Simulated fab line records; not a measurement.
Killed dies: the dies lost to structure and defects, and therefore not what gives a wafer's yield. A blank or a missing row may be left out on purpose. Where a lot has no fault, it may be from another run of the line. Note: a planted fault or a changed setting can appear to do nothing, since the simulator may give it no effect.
Chamber matching | flow n5 finfet | uv cure-01 running N5_BEOL_M9_CURE_72: 3 sister chambers
The step cures SiCOH lowk, time 120 s. 6 wafers are shown with their chamber, then 12 later ones without.

## WAFERS, EACH WITH ITS CHAMBER
wafer  | chamber | wafer_temp_C_max | lamp power pct (%)
L079.3 | 0       | 372.5            | 52.30
L079.4 | 0       | 372.3            | 52.37
L083.3 | 1       | 371.1            | 52.31
L083.4 | 1       | 371.1            | 52.40
L090.5 | 2       | 372.9            | 52.29
L090.6 | 2       | 372.2            | 52.34

## WAFERS WITHOUT THEIR CHAMBER
wafer  | wafer_temp_C_max | lamp power pct (%)
L088.2 | 372.3            | 52.28
L088.5 | 372.5            | 52.34
L088.6 | 371.8            | 52.30
L097.3 | 372.3            | 52.33
L097.4 | 371.9            | 52.28
L097.5 | 372.0            | 52.35
L091.1 | 372.4            | 52.32
L091.2 | 373.1            | 52.36
L091.3 | 372.4            | 52.23
L092.1 | 371.2            | 52.37
L092.2 | 371.5            | 52.28
L092.5 | 371.8            | 52.29

## THE CHAMBER EACH PASSED THROUGH
wafer  | from the rows above          | in truth
L088.2 | can't be placed: 2 or 0      | 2
L088.5 | can't be placed: 0 or 2      | 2
L088.6 | can't be placed: 0 or 2 or 1 | 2
L097.3 | can't be placed: 0 or 2      | 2
L097.4 | can't be placed: 0 or 2 or 1 | 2
L097.5 | can't be placed: 0 or 2 or 1 | 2
L091.1 | can't be placed: 0 or 2      | 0
L091.2 | can't be placed: 2 or 0      | 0
L091.3 | can't be placed: 2 or 0      | 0
L092.1 | 1                            | 1
L092.2 | can't be placed: 1 or 0 or 2 | 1
L092.5 | can't be placed: 0 or 2 or 1 | 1
Placed correctly: 1 of 12. Can't be placed from these rows: 11 (the true chamber is among the candidates in 11). Wrongly placed: 0.
How it was worked out, from the rows above alone: a wafer's distance from a chamber is the root of the sum, over the readings, of the square of ((its reading less the chamber's mean) divided by the reading's scatter). If the next closest chamber is less than 2 further off than the closest, the wafer can't be placed; otherwise it belongs to the closest. For every chamber, the mean is computed from those of its wafers that are shown. The scatter is the square root of a quotient: the sum, over the shown wafers, of each reading's squared deviation from its chamber's mean, divided by wafers minus chambers.
